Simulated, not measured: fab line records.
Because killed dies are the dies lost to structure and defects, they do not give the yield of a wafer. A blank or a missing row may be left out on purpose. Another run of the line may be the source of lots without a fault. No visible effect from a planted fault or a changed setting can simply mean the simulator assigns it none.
Matching of chambers + flow n5 finfet + N5_BEOL_M1_STRIP_19 on rie diel-03: 4 sister chambers
The step strips in O2. 22 wafers are shown with their chamber, then 11 later ones without.

WAFERS PAIRED WITH THEIR CHAMBERS
| wafer  | chamber | drypump motor current A (A) | showerhead plenum p Torr (Torr) | throttle valve pct (%) |
|--------|---------|-----------------------------|---------------------------------|------------------------|
| L076.1 | 3       | 6.2                         | 2.03                            | 16.63                  |
| L076.2 | 1       | 4.7                         | 2.15                            | 16.79                  |
| L076.4 | 2       | 6.2                         | 2.01                            | 16.60                  |
| L079.3 | 3       | 6.2                         | 2.03                            | 16.66                  |
| L079.4 | 2       | 6.2                         | 2.00                            | 16.60                  |
| L079.6 | 1       | 4.7                         | 2.15                            | 16.80                  |
| L080.3 | 3       | 6.2                         | 2.03                            | 16.65                  |
| L080.5 | 1       | 4.7                         | 2.15                            | 16.78                  |
| L080.6 | 0       | 6.1                         | 2.01                            | 16.84                  |
| L081.2 | 1       | 4.7                         | 2.14                            | 16.80                  |
| L081.3 | 0       | 6.1                         | 2.01                            | 16.82                  |
| L081.4 | 2       | 6.2                         | 2.00                            | 16.62                  |
| L083.1 | 2       | 6.2                         | 2.00                            | 16.63                  |
| L083.2 | 3       | 6.2                         | 2.03                            | 16.64                  |
| L083.3 | 0       | 6.0                         | 2.01                            | 16.86                  |
| L085.1 | 2       | 6.2                         | 2.00                            | 16.63                  |
| L085.3 | 3       | 6.2                         | 2.03                            | 16.66                  |
| L085.5 | 0       | 6.1                         | 2.01                            | 16.86                  |
| L086.2 | 0       | 6.1                         | 2.00                            | 16.86                  |
| L086.3 | 2       | 6.2                         | 2.00                            | 16.65                  |
| L086.6 | 1       | 4.8                         | 2.14                            | 16.32                  |
| L088.1 | 2       | 6.2                         | 2.00                            | 16.65                  |

SIGNATURES, as means of the wafers listed above
| reading                  | chamber 0 | chamber 1 | chamber 2 | chamber 3 | scatter within a chamber |
|--------------------------|-----------|-----------|-----------|-----------|--------------------------|
| drypump motor current A  | 6.080     | 4.720     | 6.200     | 6.200     | 0.0298                   |
| showerhead plenum p Torr | 2.0080    | 2.1460    | 2.0014    | 2.0300    | 0.00398                  |
| throttle valve pct       | 16.8480   | 16.6980   | 16.6257   | 16.6480   | 0.101                    |
Rule: distance of a wafer from a chamber = root of the sum over the readings of ((wafer's reading minus chamber's mean) / reading's scatter) squared. If the next closest chamber is less than 2 further off than the closest, the wafer can't be placed; otherwise it belongs to the closest. The scatter: take each reading less its chamber's mean, square it, sum over the shown wafers, divide by the number of wafers less the number of chambers, and take the root.

WAFERS WHOSE CHAMBER IS MISSING
| wafer  | drypump motor current A (A) | showerhead plenum p Torr (Torr) | throttle valve pct (%) |
|--------|-----------------------------|---------------------------------|------------------------|
| L088.4 | 6.2                         | 2.02                            | 16.67                  |
| L088.6 | 6.2                         | 2.00                            | 16.64                  |
| L092.1 | 6.1                         | 2.00                            | 16.89                  |
| L092.2 | 6.2                         | 2.02                            | 16.67                  |
| L092.4 | 4.7                         | 2.14                            | 16.34                  |
| L094.1 | 6.1                         | 2.00                            | 16.90                  |
| L094.5 | 4.7                         | 2.14                            | 16.35                  |
| L094.6 | 6.2                         | 2.00                            | 16.66                  |
| L095.3 | 6.2                         | 2.00                            | 16.66                  |
| L095.4 | 4.7                         | 2.14                            | 16.35                  |
| L095.6 | 6.2                         | 2.02                            | 16.68                  |

THE CHAMBER EACH PASSED THROUGH
| wafer  | from the rows above | in truth |
|--------|---------------------|----------|
| L088.4 | 3                   | 3        |
| L088.6 | 2                   | 2        |
| L092.1 | 0                   | 0        |
| L092.2 | 3                   | 3        |
| L092.4 | 1                   | 1        |
| L094.1 | 0                   | 0        |
| L094.5 | 1                   | 1        |
| L094.6 | 2                   | 2        |
| L095.3 | 2                   | 2        |
| L095.4 | 1                   | 1        |
| L095.6 | 3                   | 3        |
Placed correctly: 11 of 11. Not placeable from these rows: 0. Wrongly placed: 0.
